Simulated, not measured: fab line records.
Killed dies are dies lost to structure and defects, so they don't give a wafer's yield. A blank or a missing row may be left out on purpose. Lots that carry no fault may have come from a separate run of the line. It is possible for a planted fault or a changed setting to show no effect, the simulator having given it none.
Split-lot study || flow n5Finfet || route with 1938 steps; 7 lots, 39 wafers read

== ABOUT THE SPLIT ==
At N5_GATE_CUT_ETCH_56 (etches TiN in Cl2/Ar, target depth 21.6 nm), the setting icpW was moved away from the recipe's 600 W on 15 of the 39 wafers read, by -16.8% to +17.0%. For the rest of the wafers, this setting stayed at what the recipe calls for.

The reading is taken at the split's own step.

== THE READING ==
etch.depthNm (the simulator's own value, which no gauge read), in nm, at N5_GATE_CUT_ETCH_56 (etches TiN in Cl2/Ar, target depth 21.6 nm). The file does not state a usual value for it. Here, 24 wafers ran the recipe; their average is 21.79 nm with a standard deviation of 0.37 nm.

{"wafer": "L077.1", "tool, chamber at the split": "rieMetal-03, 1", "icpW as run, W": 651.5, "against the recipe": "+8.6%", "etch.depthNm, nm": 23.82, "against lot-mates on the recipe": "+2.06"}
{"wafer": "L077.2", "tool, chamber at the split": "rieMetal-03, 0", "icpW as run, W": 600, "against the recipe": "recipe", "etch.depthNm, nm": 21.77, "against lot-mates on the recipe": "-"}
{"wafer": "L077.3", "tool, chamber at the split": "rieMetal-03, 0", "icpW as run, W": 651.5, "against the recipe": "+8.6%", "etch.depthNm, nm": 23.34, "against lot-mates on the recipe": "+1.58"}
{"wafer": "L077.4", "tool, chamber at the split": "rieMetal-03, 1", "icpW as run, W": 600, "against the recipe": "recipe", "etch.depthNm, nm": 21.94, "against lot-mates on the recipe": "-"}
{"wafer": "L077.5", "tool, chamber at the split": "rieMetal-03, 1", "icpW as run, W": 651.5, "against the recipe": "+8.6%", "etch.depthNm, nm": 23.62, "against lot-mates on the recipe": "+1.86"}
{"wafer": "L077.6", "tool, chamber at the split": "rieMetal-03, 0", "icpW as run, W": 600, "against the recipe": "recipe", "etch.depthNm, nm": 21.57, "against lot-mates on the recipe": "-"}
{"wafer": "L080.1", "tool, chamber at the split": "rieMetal-03, 1", "icpW as run, W": 600, "against the recipe": "recipe", "etch.depthNm, nm": 22.14, "against lot-mates on the recipe": "-"}
{"wafer": "L080.2", "tool, chamber at the split": "rieMetal-03, 1", "icpW as run, W": 526.4, "against the recipe": "-12.3%", "etch.depthNm, nm": 19.91, "against lot-mates on the recipe": -2.29}
{"wafer": "L080.3", "tool, chamber at the split": "rieMetal-03, 1", "icpW as run, W": 600, "against the recipe": "recipe", "etch.depthNm, nm": 22.26, "against lot-mates on the recipe": "-"}
{"wafer": "L080.4", "tool, chamber at the split": "rieMetal-03, 1", "icpW as run, W": 526.4, "against the recipe": "-12.3%", "etch.depthNm, nm": 19.89, "against lot-mates on the recipe": -2.31}
{"wafer": "L080.5", "tool, chamber at the split": "rieMetal-03, 1", "icpW as run, W": 600, "against the recipe": "recipe", "etch.depthNm, nm": 22.2, "against lot-mates on the recipe": "-"}
{"wafer": "L080.6", "tool, chamber at the split": "rieMetal-03, 1", "icpW as run, W": 526.4, "against the recipe": "-12.3%", "etch.depthNm, nm": 19.92, "against lot-mates on the recipe": -2.28}
{"wafer": "L087.1", "tool, chamber at the split": "rieMetal-01, 0", "icpW as run, W": 600, "against the recipe": "recipe", "etch.depthNm, nm": 21.16, "against lot-mates on the recipe": "-"}
{"wafer": "L087.2", "tool, chamber at the split": "rieMetal-01, 1", "icpW as run, W": 702, "against the recipe": "+17.0%", "etch.depthNm, nm": 24.51, "against lot-mates on the recipe": "+3.18"}
{"wafer": "L087.3", "tool, chamber at the split": "rieMetal-01, 0", "icpW as run, W": 702, "against the recipe": "+17.0%", "etch.depthNm, nm": 24.2, "against lot-mates on the recipe": "+2.87"}
{"wafer": "L087.4", "tool, chamber at the split": "rieMetal-01, 1", "icpW as run, W": 600, "against the recipe": "recipe", "etch.depthNm, nm": 21.43, "against lot-mates on the recipe": "-"}
{"wafer": "L087.5", "tool, chamber at the split": "rieMetal-01, 1", "icpW as run, W": 702, "against the recipe": "+17.0%", "etch.depthNm, nm": 24.41, "against lot-mates on the recipe": "+3.08"}
{"wafer": "L087.6", "tool, chamber at the split": "rieMetal-01, 0", "icpW as run, W": 600, "against the recipe": "recipe", "etch.depthNm, nm": 21.41, "against lot-mates on the recipe": "-"}
{"wafer": "L089.1", "tool, chamber at the split": "rieMetal-01, 1", "icpW as run, W": 600, "against the recipe": "recipe", "etch.depthNm, nm": 21.3, "against lot-mates on the recipe": "-"}
{"wafer": "L089.3", "tool, chamber at the split": "rieMetal-01, 1", "icpW as run, W": 600, "against the recipe": "recipe", "etch.depthNm, nm": 21.36, "against lot-mates on the recipe": "-"}
{"wafer": "L089.4", "tool, chamber at the split": "rieMetal-01, 0", "icpW as run, W": 600, "against the recipe": "recipe", "etch.depthNm, nm": 20.99, "against lot-mates on the recipe": "-"}
{"wafer": "L092.1", "tool, chamber at the split": "rieMetal-02, 0", "icpW as run, W": 499.4, "against the recipe": "-16.8%", "etch.depthNm, nm": 18.59, "against lot-mates on the recipe": -3.37}
{"wafer": "L092.2", "tool, chamber at the split": "rieMetal-02, 1", "icpW as run, W": 600, "against the recipe": "recipe", "etch.depthNm, nm": 22.01, "against lot-mates on the recipe": "-"}
{"wafer": "L092.3", "tool, chamber at the split": "rieMetal-02, 0", "icpW as run, W": 600, "against the recipe": "recipe", "etch.depthNm, nm": 21.67, "against lot-mates on the recipe": "-"}
{"wafer": "L092.4", "tool, chamber at the split": "rieMetal-02, 1", "icpW as run, W": 499.4, "against the recipe": "-16.8%", "etch.depthNm, nm": 18.75, "against lot-mates on the recipe": -3.21}
{"wafer": "L092.5", "tool, chamber at the split": "rieMetal-02, 0", "icpW as run, W": 499.4, "against the recipe": "-16.8%", "etch.depthNm, nm": 18.53, "against lot-mates on the recipe": -3.43}
{"wafer": "L092.6", "tool, chamber at the split": "rieMetal-02, 1", "icpW as run, W": 600, "against the recipe": "recipe", "etch.depthNm, nm": 22.2, "against lot-mates on the recipe": "-"}
{"wafer": "L094.1", "tool, chamber at the split": "rieMetal-03, 0", "icpW as run, W": 600, "against the recipe": "recipe", "etch.depthNm, nm": 21.98, "against lot-mates on the recipe": "-"}
{"wafer": "L094.2", "tool, chamber at the split": "rieMetal-03, 1", "icpW as run, W": 600, "against the recipe": "recipe", "etch.depthNm, nm": 22.2, "against lot-mates on the recipe": "-"}
{"wafer": "L094.3", "tool, chamber at the split": "rieMetal-03, 1", "icpW as run, W": 600, "against the recipe": "recipe", "etch.depthNm, nm": 22.31, "against lot-mates on the recipe": "-"}
{"wafer": "L094.4", "tool, chamber at the split": "rieMetal-03, 0", "icpW as run, W": 600, "against the recipe": "recipe", "etch.depthNm, nm": 21.75, "against lot-mates on the recipe": "-"}
{"wafer": "L094.5", "tool, chamber at the split": "rieMetal-03, 0", "icpW as run, W": 600, "against the recipe": "recipe", "etch.depthNm, nm": 22.09, "against lot-mates on the recipe": "-"}
{"wafer": "L094.6", "tool, chamber at the split": "rieMetal-03, 1", "icpW as run, W": 600, "against the recipe": "recipe", "etch.depthNm, nm": 22.12, "against lot-mates on the recipe": "-"}
{"wafer": "L096.1", "tool, chamber at the split": "rieMetal-02, 1", "icpW as run, W": 600, "against the recipe": "recipe", "etch.depthNm, nm": 21.98, "against lot-mates on the recipe": "-"}
{"wafer": "L096.2", "tool, chamber at the split": "rieMetal-02, 0", "icpW as run, W": 653.2, "against the recipe": "+8.9%", "etch.depthNm, nm": 23.18, "against lot-mates on the recipe": "+1.44"}
{"wafer": "L096.3", "tool, chamber at the split": "rieMetal-02, 0", "icpW as run, W": 600, "against the recipe": "recipe", "etch.depthNm, nm": 21.61, "against lot-mates on the recipe": "-"}
{"wafer": "L096.4", "tool, chamber at the split": "rieMetal-02, 1", "icpW as run, W": 653.2, "against the recipe": "+8.9%", "etch.depthNm, nm": 23.58, "against lot-mates on the recipe": "+1.84"}
{"wafer": "L096.5", "tool, chamber at the split": "rieMetal-02, 0", "icpW as run, W": 600, "against the recipe": "recipe", "etch.depthNm, nm": 21.62, "against lot-mates on the recipe": "-"}
{"wafer": "L096.6", "tool, chamber at the split": "rieMetal-02, 1", "icpW as run, W": 653.2, "against the recipe": "+8.9%", "etch.depthNm, nm": 23.52, "against lot-mates on the recipe": "+1.78"}

THE FIT
A straight line over all 39 wafers: etch.depthNm changes by +0.172 nm for each +1% of icpW; r = +0.97; the points scatter about the line by 0.36 nm.
The same after taking each lot's own level away (the mean of its wafers on the recipe; 39 wafers): +0.191 nm for each +1%; r = +0.99; scatter 0.18 nm.
According to that fit, moving icpW by its largest amount changes the reading by 3.2 nm.
The lots' own levels span 21.217 to 22.200 nm, that is 2.6 times the standard deviation above.
Hence the lot-to-lot level has little effect on the slope; both slopes agree.
Check: +3.24 nm against its lot-mates is what the line predicts for one of the wafers moved furthest among these (+17.0%) when that wafer is left out of the fit. It came out at +3.18 nm against them.

== THE OTHER SPLITS THESE WAFERS WENT THROUGH ==
Before the reading, these wafers also passed through other splits. Each is held against what the fit with the lots' levels taken away leaves over:
{"other split on the same wafers": "N5_WELL_APT_EXPOSE_05 doseMj", "wafers away from the commonest value": 12, "r with etch.depthNm (lot level and that fit taken away)": "+0.26"}
{"other split on the same wafers": "N5_WELL_APT_IMPLANT_32 energyKev", "wafers away from the commonest value": 15, "r with etch.depthNm (lot level and that fit taken away)": "+0.07"}
{"other split on the same wafers": "N5_FIN_SAQP_HM_DEP_03 timeS", "wafers away from the commonest value": 15, "r with etch.depthNm (lot level and that fit taken away)": "+0.03"}
{"other split on the same wafers": "N5_HKMG_FIN_ETCH_86 targetDepthA", "wafers away from the commonest value": 18, "r with etch.depthNm (lot level and that fit taken away)": "+0.40"}

== THE FILE'S OWN FIT ==
etch.depthNm changes by +0.191 nm for each +1% of icpW, r = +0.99.
